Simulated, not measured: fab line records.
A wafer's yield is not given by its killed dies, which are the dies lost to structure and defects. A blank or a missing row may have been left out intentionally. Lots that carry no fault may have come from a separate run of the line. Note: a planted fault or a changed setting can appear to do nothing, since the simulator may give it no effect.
fab line records    flow nand_harc
record: lots: 11  wafers: 33  last_day: 33
route steps=1302 shown P_GATE@139 END@1302
lots untouched by any fault: they come from a run of this same line in which no faults occurred
start_h: start of the lot's first displayed wafer, in hours after the record's first day    wait_h: hours elapsed since this lot's preceding step    " repeats the value in the row above    L1.1+2: several wafers, shown together as one row    - either no value or no given start    * or withheld: withheld    < > ~ a bound
route shown NAME@n: a module of which the file shows steps, and the number in the route of the first    usual: average and standard deviation across the fault-free wafers    same: alike in all rows    chamber/n: place in a boat    sites: the reading at each site    _std_site: the values' standard deviation    _edge_site: outer sites' mean less inner sites'    radius_mm: for every site, how far away it sits from the centre of the wafer    mask NAME#n: copy n    behind: the tool/chamber that last shaped the wafer    hold: cause of the lot's hold/its duration in hours/its outcome    device: names the non-switching transistor (n, p or np)    end of line: the same wafers' tests at the end of the route    a step given without rows: its recipe and nothing more    killed: the dies lost at the first sort to structure and to defects; this is not the yield of the wafer    map: the dies of a wafer, with x for killed, . for not killed, _ for no die there
set.NAME: setting as actually run; set.NAME@STEP: the setting as run at that earlier step    model.NAME: the simulator's own value behind a step, which no gauge read
route steps across a sampled set of lots; one table per step, one row per wafer
services: when a tool's chamber went out of use (start_h, in hours from the record's first day, below 0 if earlier), for how many hours, and the reason
== steps ==
step: NHARC_P_GATE_PEB_24
recipe: peb_temp_c: 100  peb_time_s: 65
usual: heater_power_total_W: 156.7/0.41  plate_temp_C: 100.02/0.13
lot.wafer  tool            chamber  start_h  wait_h  heater_power_total_W  plate_temp_C
L848.3     litho_track-01  0        116.46   0.0     157.1                 99.82
L848.4     "               0        "        "       157.1                 99.84
L848.6     "               0        "        "       156.2                 99.94
L849.4     litho_track-04  0        132.71   0.0     156.7                 99.98
L849.5     "               0        "        "       157.0                 99.94
L849.6     "               0        "        "       157.1                 99.74
L851.3     litho_track-04  0        149.67   0.0     156.0                 100.33
L851.4     "               0        "        "       156.8                 100.23
L851.5     "               0        "        "       157.0                 100.21
L852.3     litho_track-04  0        165.14   0.0     157.1                 100.14
L852.4     "               0        "        "       156.2                 100.04
L852.5     "               0        "        "       156.9                 99.88
L853.1     litho_track-06  0        165.56   0.1     156.7                 99.74
L853.4     "               0        "        "       157.1                 99.96
L853.6     "               0        "        "       157.2                 99.90
L854.1     litho_track-01  0        178.63   0.1     156.8                 100.13
L854.3     "               0        "        "       156.9                 100.10
L854.5     "               0        "        "       157.0                 100.00
L856.1     litho_track-04  0        202.91   0.1     157.1                 99.97
L856.5     "               0        "        "       156.7                 100.09
L856.6     "               0        "        "       156.9                 99.93
L860.1     litho_track-06  0        243.23   0.1     157.2                 99.87
L860.3     "               0        "        "       157.0                 100.01
L860.6     "               0        "        "       157.1                 99.94
L863.2     litho_track-04  0        269.26   0.1     174.3                 108.56
L863.5     "               0        "        "       175.1                 108.55
L863.6     "               0        "        "       175.0                 108.39
L866.3     litho_track-04  0        293.07   0.0     175.2                 108.49
L866.4     "               0        "        "       174.9                 108.26
L866.6     "               0        "        "       174.2                 108.26
L869.3     litho_track-06  0        323.67   0.0     157.0                 100.03
L869.4     "               0        "        "       156.7                 100.14
L869.5     "               0        "        "       156.4                 100.19
step: NHARC_P_GATE_CD_MEAS_26
recipe: target_cd_nm: 120  landing_energy_ev: 500
usual: cd_nm: 119.6/0.78
lot.wafer  tool       chamber  start_h  wait_h  cd_nm
L848.3     cd_sem-01  0        116.54   -       119.3
L848.4     "          0        "        "       119.7
L848.6     "          0        "        "       117.6
L849.4     cd_sem-03  0        132.79   -       120.7
L849.5     "          0        "        "       119.3
L849.6     "          0        "        "       119.9
L851.3     cd_sem-02  0        149.75   -       118.3
L851.4     "          0        "        "       118.8
L851.5     "          0        "        "       120.1
L852.3     cd_sem-02  0        165.22   -       119.2
L852.4     "          0        "        "       120.1
L852.5     "          0        "        "       118.7
L853.1     cd_sem-03  0        165.63   -       121.0
L853.4     "          0        "        "       119.9
L853.6     "          0        "        "       119.6
L854.1     cd_sem-01  0        178.71   -       118.7
L854.3     "          0        "        "       119.6
L854.5     "          0        "        "       118.7
L856.1     cd_sem-01  0        202.98   -       119.9
L856.5     "          0        "        "       120.3
L856.6     "          0        "        "       118.9
L860.1     cd_sem-02  0        243.31   -       120.1
L860.3     "          0        "        "       120.4
L860.6     "          0        "        "       120.4
L863.2     cd_sem-02  0        269.34   -       95.2
L863.5     "          0        "        "       95.0
L863.6     "          0        "        "       94.8
L866.3     cd_sem-01  0        293.15   -       94.2
L866.4     "          0        "        "       95.1
L866.6     "          0        "        "       94.5
L869.3     cd_sem-02  0        323.75   -       120.6
L869.4     "          0        "        "       119.9
L869.5     "          0        "        "       119.6
step: NHARC_P_GATE_STRIP_108
recipe: o2_flow_sccm: 500  ar_flow_sccm: 0  bias_w: 0  chemistry: O2
usual: drypump_motor_current_A: 5.5/0.39  oes_product_au: 0.998/0.01  rf_vpp_V: 57.8/0.87  showerhead_plenum_p_Torr: 3.52/0.14  throttle_valve_pct: 17.036/0.0086
lot.wafer  tool         chamber  start_h  wait_h  drypump_motor_current_A  oes_product_au  rf_hours_counter_h  rf_vpp_V  showerhead_plenum_p_Torr  throttle_valve_pct
L848.3     rie_diel-12  0        117.35   -       5.7                      1.010           1.0                 56.5      3.43                      17.042
L848.4     "            3        "        "       6.1                      1.004           1.0                 58.1      3.64                      17.033
L848.6     "            1        "        "       5.2                      0.986           -                   58.4      3.38                      17.026
L849.4     rie_diel-08  2        133.61   -       5.4                      0.981           6.5                 58.0      3.31                      17.024
L849.5     "            1        "        "       4.9                      0.988           -                   57.3      3.38                      17.029
L849.6     "            2        "        "       5.5                      0.992           -                   57.1      3.31                      17.040
L851.4     rie_diel-12  3        150.57   -       6.0                      1.009           2.7                 58.8      3.64                      17.029
L851.3     "            0        "        "       5.7                      1.003           2.3                 57.9      3.43                      17.037
L851.5     "            2        "        "       5.2                      1.024           -                   57.3      3.54                      17.028
L852.4     rie_diel-02  3        166.02   -       5.3                      0.996           6.5                 57.7      3.67                      17.033
L852.3     "            0        "        "       5.3                      0.984           6.3                 57.3      3.68                      17.052
L852.5     "            0        "        "       5.3                      0.994           -                   58.6      3.68                      17.032
L853.1     rie_diel-08  2        166.46   -       5.4                      0.992           8.9                 58.7      3.31                      17.040
L853.4     "            0        "        "       5.9                      0.995           7.3                 56.4      3.36                      17.025
L853.6     "            2        "        "       5.4                      1.005           -                   57.2      3.31                      17.024
L854.1     rie_diel-02  3        179.53   -       5.3                      1.006           7.3                 60.4      3.67                      17.051
L854.3     "            1        "        "       5.7                      1.007           7.6                 57.2      3.58                      17.032
L854.5     "            3        "        "       5.3                      0.997           -                   59.1      3.67                      17.025
L856.1     rie_diel-02  0        203.84   -       5.3                      1.013           9.1                 58.3      3.68                      17.032
L856.6     "            1        "        "       5.7                      1.004           -                   56.7      3.58                      17.030
L856.5     "            2        "        "       4.9                      1.007           -                   58.9      3.67                      17.027
L860.1     rie_diel-08  2        244.14   -       5.4                      0.993           3.5                 57.8      3.30                      17.026
L860.3     "            0        "        "       5.9                      0.990           3.2                 56.9      3.35                      17.054
L860.6     "            3        "        "       6.1                      0.993           -                   58.2      3.58                      17.015
L863.2     rie_diel-08  3        270.21   -       6.1                      0.987           3.7                 57.5      3.58                      17.034
L863.5     "            0        "        "       5.9                      0.992           -                   57.8      3.35                      17.037
L863.6     "            1        "        "       4.9                      0.988           -                   57.5      3.38                      17.038
L866.3     rie_diel-08  1        293.95   -       4.9                      0.998           6.6                 55.6      3.38                      17.041
L866.4     "            3        "        "       6.1                      0.983           5.5                 57.0      3.58                      17.034
L866.6     "            1        "        "       4.9                      0.986           -                   57.6      3.38                      17.031
L869.4     rie_diel-08  2        324.56   -       5.4                      1.017           7.7                 57.7      3.30                      17.043
L869.3     "            0        "        "       5.9                      1.008           8.2                 57.6      3.35                      17.038
L869.5     "            2        "        "       5.4                      1.007           -                   57.4      3.30                      17.034
step: NHARC_P_GATE_CD_MEAS_33
usual: cd_nm: 119/3.4
lot.wafer  tool       chamber  start_h  wait_h  cd_nm
L848.3     cd_sem-02  -        117.53   -       122
L848.4     "          -        "        "       118
L848.6     "          -        "        "       115
L849.4     cd_sem-02  -        133.78   -       129
L849.5     "          -        "        "       115
L849.6     "          -        "        "       121
L851.3     cd_sem-03  -        150.74   -       116
L851.4     "          -        "        "       117
L851.5     "          -        "        "       120
L852.3     cd_sem-03  -        166.20   -       112
L852.4     "          -        "        "       117
L852.5     "          -        "        "       118
L853.1     cd_sem-03  -        166.62   -       121
L853.4     "          -        "        "       113
L853.6     "          -        "        "       114
L854.1     cd_sem-02  -        179.69   -       118
L854.3     "          -        "        "       117
L854.5     "          -        "        "       116
L856.1     cd_sem-01  -        203.97   -       113
L856.5     "          -        "        "       122
L856.6     "          -        "        "       117
L860.1     cd_sem-01  -        244.33   -       122
L860.3     "          -        "        "       120
L860.6     "          -        "        "       123
L863.2     cd_sem-03  -        270.34   -       93
L863.5     "          -        "        "       91
L863.6     "          -        "        "       97
L866.3     cd_sem-03  -        294.13   -       100
L866.4     "          -        "        "       95
L866.6     "          -        "        "       99
L869.3     cd_sem-01  -        324.74   -       115
L869.4     "          -        "        "       121
L869.5     "          -        "        "       121
step: NHARC_P_GATE_ALD_36
recipe: target_thk_a: 200  pulse_time_s: 60  ald_cycles: 223  temp_c: 400  material: SiNx
usual: heater_power_w: 829/66  precursor_pulse_height_rel: 1.003/0.018
lot.wafer  tool        chamber  start_h  wait_h  heater_power_w  precursor_pulse_height_rel
L848.3     ald_sin-04  2        120.13   -       766             1.022
L848.4     "           3        121.21   -       846             0.997
L848.6     "           0        122.29   -       818             1.015
L849.6     ald_sin-01  3        138.44   -       816             1.009
L849.5     "           1        139.84   -       832             1.017
L849.4     "           2        141.25   -       986             1.000
L851.3     ald_sin-04  3        151.19   -       855             0.984
L851.4     "           2        154.37   -       798             0.985
L851.5     "           3        155.43   -       844             0.977
L852.3     ald_sin-01  2        166.65   -       980             0.997
L852.4     "           3        172.24   -       799             1.011
L852.5     "           1        173.64   -       823             0.975
L853.1     ald_sin-03  0        167.07   -       759             0.994
L853.4     "           1        168.14   -       841             1.008
L853.6     "           0        171.33   -       754             0.995
L854.1     ald_sin-04  3        180.16   -       860             1.027
L854.3     "           2        183.28   -       764             1.009
L854.5     "           0        185.37   -       826             1.038
L856.1     ald_sin-03  1        204.43   -       819             1.007
L856.6     "           1        208.68   -       810             0.996
L856.5     "           2        209.74   -       854             0.982
L860.3     ald_sin-04  3        245.84   -       830             0.998
L860.1     "           0        246.90   -       837             1.002
L860.6     "           2        249.01   -       766             1.024
L863.2     ald_sin-04  3        271.85   -       848             1.014
L863.6     "           2        274.96   -       732             0.997
L863.5     "           3        276.00   -       867             1.015
L866.4     ald_sin-04  0        296.71   -       862             1.000
L866.3     "           1        297.78   -       786             1.034
L866.6     "           2        298.84   -       729             0.994
L869.3     ald_sin-04  1        325.19   -       797             1.001
L869.4     "           3        327.33   -       881             1.009
L869.5     "           1        329.47   -       804             1.001
step: NHARC_P_GATE_ETCHBACK_37
recipe: target_depth_a: 345  time_s: 17.2  chf3_flow_sccm: 50  o2_flow_sccm: 10  ar_flow_sccm: 200  rf_w: 500  bias_w: 200  chemistry: CHF3/O2
usual: drypump_motor_current_A: 5.5/0.41  oes_product_au: 0.94/0.032  rf_vpp_V: 370.3/2.1  showerhead_plenum_p_Torr: 2.39/0.091  throttle_valve_pct: 20.572/0.0094
lot.wafer  tool         chamber  start_h  wait_h  drypump_motor_current_A  oes_product_au  rf_hours_counter_h  rf_vpp_V  showerhead_plenum_p_Torr  throttle_valve_pct
L848.4     rie_diel-08  3        -        -       6.0                      0.92            5.7                 371.5     2.44                      20.565
L848.3     "            1        "        "       4.9                      0.91            5.2                 368.7     2.30                      20.571
L848.6     "            0        "        "       5.9                      0.92            -                   369.1     2.28                      20.574
L849.4     rie_diel-08  1        -        -       4.9                      0.92            6.4                 367.4     2.30                      20.573
L849.6     "            2        "        "       5.4                      0.91            -                   368.1     2.25                      20.577
L849.5     "            3        "        "       6.0                      0.92            -                   372.1     2.44                      20.572
L851.3     rie_diel-12  3        -        -       6.0                      0.93            2.8                 372.9     2.48                      20.589
L851.4     "            1        "        "       5.2                      0.89            2.5                 369.6     2.30                      20.562
L851.5     "            3        "        "       6.0                      0.93            -                   371.2     2.48                      20.572
L853.1     rie_diel-08  1        -        -       4.9                      0.91            8.0                 369.3     2.30                      20.585
L853.4     "            2        "        "       5.4                      0.92            9.1                 367.5     2.25                      20.576
L853.6     "            3        "        "       6.1                      0.93            -                   370.4     2.44                      20.585
L852.3     rie_diel-08  1        -        -       4.9                      0.92            8.0                 368.4     2.30                      20.583
L852.4     "            2        "        "       5.4                      0.92            9.2                 366.5     2.25                      20.560
L852.5     "            1        "        "       4.9                      0.91            -                   368.7     2.30                      20.576
L854.3     rie_diel-12  2        -        -       5.2                      1.02            4.8                 372.6     2.41                      20.568
L854.1     "            3        "        "       6.0                      1.00            5.2                 372.2     2.48                      20.576
L854.5     "            0        "        "       5.7                      0.99            -                   369.3     2.33                      20.567
L856.1     rie_diel-12  3        -        -       6.1                      1.00            6.4                 371.7     2.48                      20.571
L856.5     "            2        "        "       5.2                      0.94            -                   370.4     2.41                      20.557
L856.6     "            3        "        "       6.1                      1.01            -                   373.6     2.48                      20.573
L860.1     rie_diel-12  1        -        -       5.2                      0.91            6.4                 368.0     2.29                      20.561
L860.3     "            3        "        "       6.1                      0.92            8.1                 372.0     2.48                      20.571
L860.6     "            1        "        "       5.2                      0.92            -                   367.7     2.29                      20.569
L863.2     rie_diel-08  2        -        -       5.4                      0.93            4.6                 367.6     2.25                      20.572
L863.5     "            2        "        "       5.4                      0.93            -                   366.7     2.25                      20.563
L863.6     "            3        "        "       6.1                      0.92            -                   370.9     2.44                      20.565
L866.4     rie_diel-12  3        -        -       6.0                      0.92            1.9                 371.5     2.47                      20.560
L866.3     "            0        "        "       5.7                      0.93            1.9                 369.2     2.33                      20.559
L866.6     "            3        "        "       6.0                      0.93            -                   372.6     2.47                      20.571
L869.4     rie_diel-12  3        -        -       6.0                      0.98            3.1                 372.1     2.47                      20.585
L869.3     "            2        "        "       5.1                      1.00            2.7                 369.6     2.41                      20.571
L869.5     "            3        "        "       6.0                      0.98            -                   371.7     2.47                      20.570
step: NHARC_END_SORT_01
recipe: temp_c: 25
usual: killed_at_array: 54/21  killed_at_other: 0.9/1.1  killed_at_periphery: 3.5/2.5  killed_dies: 58/21  killed_open: 3.3/1.9  killed_short: 2.6/1.8
same: gross_dies: 677
lot.wafer  tool       chamber  start_h  wait_h  killed_at_array  killed_at_other  killed_at_periphery  killed_dies  killed_open  killed_short
L849.4     prober-01  0        633.72   3.4     21               1                3                    25           1            1
L849.5     prober-01  0        634.53   3.7     23               0                3                    26           2            6
L849.6     prober-01  0        635.33   4.0     31               0                2                    33           3            0
L854.1     prober-01  0        642.49   2.5     86               0                4                    90           3            4
L854.3     prober-01  0        644.09   3.1     101              0                2                    103          3            3
L854.5     prober-01  0        645.70   3.7     76               1                3                    80           2            3
L860.1     prober-02  0        705.47   2.5     58               2                2                    62           3            6
L860.3     prober-02  0        707.06   3.1     55               2                3                    60           3            3
L860.6     prober-02  0        709.44   4.0     62               0                3                    65           5            9
L863.2     prober-01  0        743.73   2.8     86               0                468                  554          3            3
L863.5     prober-01  0        746.12   3.7     81               2                493                  576          3            1
L863.6     prober-01  0        746.91   4.0     70               2                398                  470          6            4
L866.3     prober-02  0        749.53   3.1     87               1                239                  327          4            6
L866.4     prober-02  0        750.33   3.4     77               1                499                  577          5            2
L866.6     prober-02  0        751.92   4.0     94               1                303                  398          3            4
killed by level:class
L849.4 A_CHANNEL_HOLE_D2:chamber_film_flake=6 A_CHANNEL_FILL_D1:chamber_film_flake=3 A_WL_FILL:chamber_film_flake=3 A_CHANNEL_HOLE_D1:chamber_film_flake=2 A_STAIRCASE:chamber_film_flake=2 A_CONTACT:chamber_film_flake=2 P_GATE:geometric_particle:open=1 A_BLC:geometric_particle:short=1
L849.5 A_CHANNEL_HOLE_D2:chamber_film_flake=6 A_CONTACT:chamber_film_flake=5 A_CHANNEL_HOLE_D1:chamber_film_flake=3 A_ONON_D1:geometric_particle:short=2 P_GATE:chamber_film_flake=2 P_GATE:geometric_particle:open=1 A_CHANNEL_FILL_D1:geometric_particle:short=1 A_ONON_D2:geometric_particle:short=1
L849.6 A_CHANNEL_HOLE_D2:chamber_film_flake=12 A_CONTACT:chamber_film_flake=4 A_CHANNEL_HOLE_D1:chamber_film_flake=2 A_CHANNEL_FILL_D1:chamber_film_flake=2 A_DECK1_JOINT:chamber_film_flake=2 A_SLIT:chamber_film_flake=2 A_WL_FILL:chamber_film_flake=2 A_M1:chamber_film_flake=2
L854.1 A_SLIT:chamber_film_flake=29 A_CHANNEL_HOLE_D1:chamber_film_flake=26 A_CHANNEL_HOLE_D2:chamber_film_flake=18 A_CHANNEL_FILL_D1:chamber_film_flake=3 A_STAIRCASE:chamber_film_flake=3 P_STI:chamber_film_flake=2 P_GATE:geometric_particle:open=1 A_ONON_D1:geometric_particle:short=1
L854.3 A_CHANNEL_HOLE_D1:chamber_film_flake=34 A_CHANNEL_HOLE_D2:chamber_film_flake=32 A_SLIT:chamber_film_flake=24 A_CHANNEL_FILL_D1:chamber_film_flake=4 A_STAIRCASE:chamber_film_flake=2 P_M0:geometric_particle:open=1 P_M2:geometric_particle:open=1 A_CHANNEL_FILL_D1:geometric_particle:open=1
L854.5 A_CHANNEL_HOLE_D1:chamber_film_flake=29 A_CHANNEL_HOLE_D2:chamber_film_flake=20 A_SLIT:chamber_film_flake=18 A_CONTACT:chamber_film_flake=3 A_ZERO_WELL:chamber_film_flake=2 P_M0:geometric_particle:short=1 P_M0:geometric_particle:open=1 P_M2:geometric_particle:open=1
L860.1 A_CHANNEL_HOLE_D1:chamber_film_flake=32 A_SLIT:chamber_film_flake=6 A_CONTACT:chamber_film_flake=6 A_CHANNEL_FILL_D1:geometric_particle:short=2 A_STAIRCASE:chamber_film_flake=2 A_WL_FILL:chamber_film_flake=2 THIN_TSV:chamber_film_flake=2 P_M0:geometric_particle:open=1
L860.3 A_CHANNEL_HOLE_D1:chamber_film_flake=38 A_SLIT:chamber_film_flake=4 A_STAIRCASE:chamber_film_flake=4 A_CHANNEL_FILL_D2:chamber_film_flake=2 A_CONTACT:chamber_film_flake=2 P_CONTACT:geometric_particle:short=1 P_CONTACT:geometric_particle:open=1 A_ONON_D1:geometric_particle:open=1
L860.6 A_CHANNEL_HOLE_D1:chamber_film_flake=33 A_SLIT:chamber_film_flake=7 A_CONTACT:chamber_film_flake=4 A_DECK1_JOINT:chamber_film_flake=3 P_CONTACT:geometric_particle:short=2 A_SOURCE_PLATE:geometric_particle:short=2 A_ONON_D1:geometric_particle:short=2 A_SGD_CUT:geometric_particle:open=2
L863.2 P_GATE:area_peb=464 A_CHANNEL_HOLE_D1:chamber_film_flake=37 A_SLIT:chamber_film_flake=28 A_CHANNEL_HOLE_D2:chamber_film_flake=8 A_CONTACT:chamber_film_flake=4 P_GATE:chamber_film_flake=3 A_STAIRCASE:chamber_film_flake=3 P_M0:geometric_particle:short=1
L863.5 P_GATE:area_peb=487 A_CHANNEL_HOLE_D1:chamber_film_flake=33 A_SLIT:chamber_film_flake=29 A_CHANNEL_HOLE_D2:chamber_film_flake=8 A_CONTACT:chamber_film_flake=5 P_BONDPAD:chamber_film_flake=4 A_CHANNEL_FILL_D2:chamber_film_flake=2 THIN_TSV:chamber_film_flake=2
L863.6 P_GATE:area_peb=391 A_CHANNEL_HOLE_D1:chamber_film_flake=32 A_SLIT:chamber_film_flake=19 A_CHANNEL_HOLE_D2:chamber_film_flake=8 A_CONTACT:chamber_film_flake=3 P_CONTACT:geometric_particle:open=2 A_DECK1_JOINT:geometric_particle:open=2 THIN_TSV:chamber_film_flake=2
L866.3 P_GATE:area_peb=235 A_CHANNEL_HOLE_D1:chamber_film_flake=29 A_SLIT:chamber_film_flake=22 A_CHANNEL_HOLE_D2:chamber_film_flake=18 A_CONTACT:chamber_film_flake=5 A_WL_FILL:geometric_particle:short=2 P_ZERO_WELL:chamber_film_flake=2 A_CHANNEL_FILL_D1:chamber_film_flake=2
L866.4 P_GATE:area_peb=496 A_CHANNEL_HOLE_D1:chamber_film_flake=30 A_SLIT:chamber_film_flake=25 A_CHANNEL_HOLE_D2:chamber_film_flake=12 A_CHANNEL_FILL_D1:chamber_film_flake=3 P_CONTACT:geometric_particle:open=2 A_DECK1_JOINT:geometric_particle:short=2 A_ONON_D1:geometric_particle:open=1
L866.6 P_GATE:area_peb=301 A_CHANNEL_HOLE_D1:chamber_film_flake=36 A_SLIT:chamber_film_flake=30 A_CHANNEL_HOLE_D2:chamber_film_flake=11 A_DECK1_JOINT:chamber_film_flake=3 A_ONON_D1:geometric_particle:short=2 A_CHANNEL_FILL_D1:geometric_particle:short=2 A_WL_FILL:geometric_particle:open=2
== services ==
tool            chamber  start_h  hours  kind
ald_sin-03      3        107.70   5.5    repair
rie_diel-02     -        130.93   0.1    repair
ald_sin-01      0        131.07   88.0   repair
rie_diel-12     -        142.05   0.9    repair
rie_diel-12     3        151.57   7.4    repair
rie_diel-08     -        154.11   0.5    repair
litho_track-01  -        155.00   7.0    pm
ald_sin-01      3        159.59   3.2    repair
ald_sin-01      2        159.89   5.3    repair
litho_track-06  -        179.00   7.0    pm
rie_diel-12     3        180.08   8.4    repair
rie_diel-08     -        181.35   0.4    repair
ald_sin-03      -        185.35   10.0   pm
rie_diel-08     -        190.80   9.0    pm
litho_track-04  -        203.00   7.0    pm
rie_diel-12     1        209.15   14.6   repair
ald_sin-01      -        212.00   10.0   pm
rie_diel-02     -        216.70   9.0    pm
rie_diel-02     3        226.03   13.4   repair
ald_sin-03      1        238.49   4.5    repair
ald_sin-04      -        254.00   10.0   pm
ald_sin-04      3        265.65   3.8    repair
rie_diel-12     -        268.40   9.0    pm
rie_diel-02     3        331.62   13.3   repair
== key ==
first_sign: step: NHARC_P_GATE_PEB_24  reading: plate_temp_C  direction: up  sigmas: 66  usual: *  struck: *
effect: step: NHARC_P_GATE_PEB_24  reading: heater_power_total_W  direction: up  sigmas: 44  usual: *  struck: *
effect: step: NHARC_P_GATE_CD_MEAS_26  reading: cd_nm  direction: down  sigmas: 32  usual: 119.6  struck: 94.8
effect: step: NHARC_P_GATE_CD_MEAS_33  reading: cd_nm  direction: down  sigmas: 6.7  usual: 119  struck: 96
effect: step: NHARC_END_SORT_01  reading: killed_at_periphery  direction: up  sigmas: 99+  usual: 3.5  struck: 400
more_kills_born_at: NHARC_P_GATE_PEB_24@litho_track-04: 2374
met_at NHARC_P_GATE_PEB_24
struck_lots L863,L866
later_rows_left_out L863.2,L863.5,L863.6,L866.4
tester_left_out L863,L866
not_acting_at NHARC_P_GATE_STRIP_108,NHARC_P_GATE_ALD_36,NHARC_P_GATE_ETCHBACK_37
onset_between 202.91 269.26
fault: kind: process_parameter_drift  tool: litho_track-04  chamber: -  onset_h: 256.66  steps: NHARC_P_GATE_PEB_24  channel: peb_temp_c  offset: *  shape: step  end_h: 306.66  acts_in: *  stated: *
tester_left_out: of these lots the tester's yield and bins aren't shown, on N5 and GAA mostly nor the transistor test; their killed dies are dies lost to structure and defects alone, not to doping, threshold or leakage, so they don't give the yield
later_rows_left_out: the simulator's readings of these wafers behind a module that went badly wrong aren't trusted and aren't shown, but for the sort
